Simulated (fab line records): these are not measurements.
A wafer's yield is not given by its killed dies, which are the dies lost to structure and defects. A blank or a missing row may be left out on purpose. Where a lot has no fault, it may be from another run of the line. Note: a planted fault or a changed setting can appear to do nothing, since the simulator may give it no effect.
Lot-split experiment || flow n5-finfet || 21 wafers read across 7 lots, on a route 1938 steps long

## ABOUT THE SPLIT
At N5_PASSIVATION_PECVD_35 (deposits SiNx from SiH4/NH3/N2, target thk 700 nm, time 151.3 s), the setting time-s was moved away from the recipe's 151.3 s on 5 of the 21 wafers read, by -14.8% to +14.5%. For the rest of the wafers, this setting stayed at what the recipe calls for.

The reading is taken at the split's own step.

## THE READING
SiNx_of_PASSIVATION_PECVD_35.thk-nm (the simulator's own value, which no gauge read), in nm, at N5_PASSIVATION_PECVD_35 (deposits SiNx from SiH4/NH3/N2, target thk 700 nm, time 151.3 s). There is no usual value for it anywhere in the file. Average 696.8 nm, standard deviation 9.5 nm, over the 16 wafers here run with the recipe.

{"wafer": "L074.1", "tool, chamber at the split": "pecvd-04, 0", "time-s as run, s": 151.3, "against the recipe": "recipe", "SiNx_of_PASSIVATION_PECVD_35.thk-nm, nm": 692.6, "against lot-mates on the recipe": "-"}
{"wafer": "L074.3", "tool, chamber at the split": "pecvd-04, 1", "time-s as run, s": 151.3, "against the recipe": "recipe", "SiNx_of_PASSIVATION_PECVD_35.thk-nm, nm": 686.2, "against lot-mates on the recipe": "-"}
{"wafer": "L074.4", "tool, chamber at the split": "pecvd-04, 2", "time-s as run, s": 151.3, "against the recipe": "recipe", "SiNx_of_PASSIVATION_PECVD_35.thk-nm, nm": 698.6, "against lot-mates on the recipe": "-"}
{"wafer": "L077.1", "tool, chamber at the split": "pecvd-02, 1", "time-s as run, s": 151.3, "against the recipe": "recipe", "SiNx_of_PASSIVATION_PECVD_35.thk-nm, nm": 688, "against lot-mates on the recipe": "-"}
{"wafer": "L077.2", "tool, chamber at the split": "pecvd-02, 0", "time-s as run, s": 128.9, "against the recipe": "-14.8%", "SiNx_of_PASSIVATION_PECVD_35.thk-nm, nm": 594, "against lot-mates on the recipe": -94.0}
{"wafer": "L077.4", "tool, chamber at the split": "pecvd-02, 0", "time-s as run, s": 128.9, "against the recipe": "-14.8%", "SiNx_of_PASSIVATION_PECVD_35.thk-nm, nm": 598.8, "against lot-mates on the recipe": -89.2}
{"wafer": "L080.3", "tool, chamber at the split": "pecvd-02, 2", "time-s as run, s": 151.3, "against the recipe": "recipe", "SiNx_of_PASSIVATION_PECVD_35.thk-nm, nm": 693, "against lot-mates on the recipe": "-"}
{"wafer": "L080.4", "tool, chamber at the split": "pecvd-02, 0", "time-s as run, s": 129.3, "against the recipe": "-14.5%", "SiNx_of_PASSIVATION_PECVD_35.thk-nm, nm": 604.8, "against lot-mates on the recipe": -88.2}
{"wafer": "L080.5", "tool, chamber at the split": "pecvd-02, 2", "time-s as run, s": 129.3, "against the recipe": "-14.5%", "SiNx_of_PASSIVATION_PECVD_35.thk-nm, nm": 595.6, "against lot-mates on the recipe": -97.4}
{"wafer": "L085.2", "tool, chamber at the split": "pecvd-04, 0", "time-s as run, s": 151.3, "against the recipe": "recipe", "SiNx_of_PASSIVATION_PECVD_35.thk-nm, nm": 680.2, "against lot-mates on the recipe": "-"}
{"wafer": "L085.3", "tool, chamber at the split": "pecvd-04, 1", "time-s as run, s": 151.3, "against the recipe": "recipe", "SiNx_of_PASSIVATION_PECVD_35.thk-nm, nm": 691.4, "against lot-mates on the recipe": "-"}
{"wafer": "L085.4", "tool, chamber at the split": "pecvd-04, 2", "time-s as run, s": 151.3, "against the recipe": "recipe", "SiNx_of_PASSIVATION_PECVD_35.thk-nm, nm": 694.2, "against lot-mates on the recipe": "-"}
{"wafer": "L092.1", "tool, chamber at the split": "pecvd-02, 0", "time-s as run, s": 151.3, "against the recipe": "recipe", "SiNx_of_PASSIVATION_PECVD_35.thk-nm, nm": 697.6, "against lot-mates on the recipe": "-"}
{"wafer": "L092.2", "tool, chamber at the split": "pecvd-02, 2", "time-s as run, s": 173.2, "against the recipe": "+14.5%", "SiNx_of_PASSIVATION_PECVD_35.thk-nm, nm": 783.8, "against lot-mates on the recipe": "+83.3"}
{"wafer": "L092.4", "tool, chamber at the split": "pecvd-02, 2", "time-s as run, s": 151.3, "against the recipe": "recipe", "SiNx_of_PASSIVATION_PECVD_35.thk-nm, nm": 703.4, "against lot-mates on the recipe": "-"}
{"wafer": "L093.1", "tool, chamber at the split": "pecvd-03, 1", "time-s as run, s": 151.3, "against the recipe": "recipe", "SiNx_of_PASSIVATION_PECVD_35.thk-nm, nm": 689.6, "against lot-mates on the recipe": "-"}
{"wafer": "L093.3", "tool, chamber at the split": "pecvd-03, 0", "time-s as run, s": 151.3, "against the recipe": "recipe", "SiNx_of_PASSIVATION_PECVD_35.thk-nm, nm": 705, "against lot-mates on the recipe": "-"}
{"wafer": "L093.4", "tool, chamber at the split": "pecvd-03, 0", "time-s as run, s": 151.3, "against the recipe": "recipe", "SiNx_of_PASSIVATION_PECVD_35.thk-nm, nm": 707.8, "against lot-mates on the recipe": "-"}
{"wafer": "L095.1", "tool, chamber at the split": "pecvd-04, 2", "time-s as run, s": 151.3, "against the recipe": "recipe", "SiNx_of_PASSIVATION_PECVD_35.thk-nm, nm": 699, "against lot-mates on the recipe": "-"}
{"wafer": "L095.2", "tool, chamber at the split": "pecvd-04, 0", "time-s as run, s": 151.3, "against the recipe": "recipe", "SiNx_of_PASSIVATION_PECVD_35.thk-nm, nm": 700, "against lot-mates on the recipe": "-"}
{"wafer": "L095.5", "tool, chamber at the split": "pecvd-04, 1", "time-s as run, s": 151.3, "against the recipe": "recipe", "SiNx_of_PASSIVATION_PECVD_35.thk-nm, nm": 721.4, "against lot-mates on the recipe": "-"}

FIT RESULTS
A straight line over all 21 wafers: SiNx_of_PASSIVATION_PECVD_35.thk-nm changes by +6.54 nm for each +1% of time-s; r = +0.98; the points scatter about the line by 9.1 nm.
The same after taking each lot's own level away (the mean of its wafers on the recipe; 21 wafers): +6.15 nm for each +1%; r = +0.99; scatter 6.6 nm.
That fit puts the effect of the largest move of time-s on the reading at 91 nm.
From 688.00 to 706.80 nm: that is the span of the lots' own levels, equal to 2.0 times the standard deviation above.
Consequently the slope shifts little with the lot-to-lot level, the two slopes agreeing.
Check: for one of the wafers moved furthest among these (-14.8%), held out of the fit, the line's prediction against its lot-mates is -91.1 nm. It came out at -94 nm against them.

## THE OTHER SPLITS THESE WAFERS WENT THROUGH
Before the reading, these wafers also passed through other splits. Each is held against what the fit with the lots' levels taken away leaves over:
{"other split on the same wafers": "N5_BEOL_M14_EXPOSE_25 dose-mj", "wafers away from the commonest value": 11, "r with SiNx_of_PASSIVATION_PECVD_35.thk-nm (lot level and that fit taken away)": -0.14}
{"other split on the same wafers": "N5_BEOL_M15_SPUTTER_43 power-w", "wafers away from the commonest value": 9, "r with SiNx_of_PASSIVATION_PECVD_35.thk-nm (lot level and that fit taken away)": -0.08}
{"other split on the same wafers": "N5_MIM_BOT_LITHO_EXPOSE_05 dose-mj", "wafers away from the commonest value": 9, "r with SiNx_of_PASSIVATION_PECVD_35.thk-nm (lot level and that fit taken away)": "+0.02"}
{"other split on the same wafers": "N5_PASSIVATION_PECVD_53 temp-c", "wafers away from the commonest value": 3, "r with SiNx_of_PASSIVATION_PECVD_35.thk-nm (lot level and that fit taken away)": "+0.25"}

## THE FILE'S OWN FIT
SiNx_of_PASSIVATION_PECVD_35.thk-nm changes by +6.11 nm for each +1% of time-s, r = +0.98.
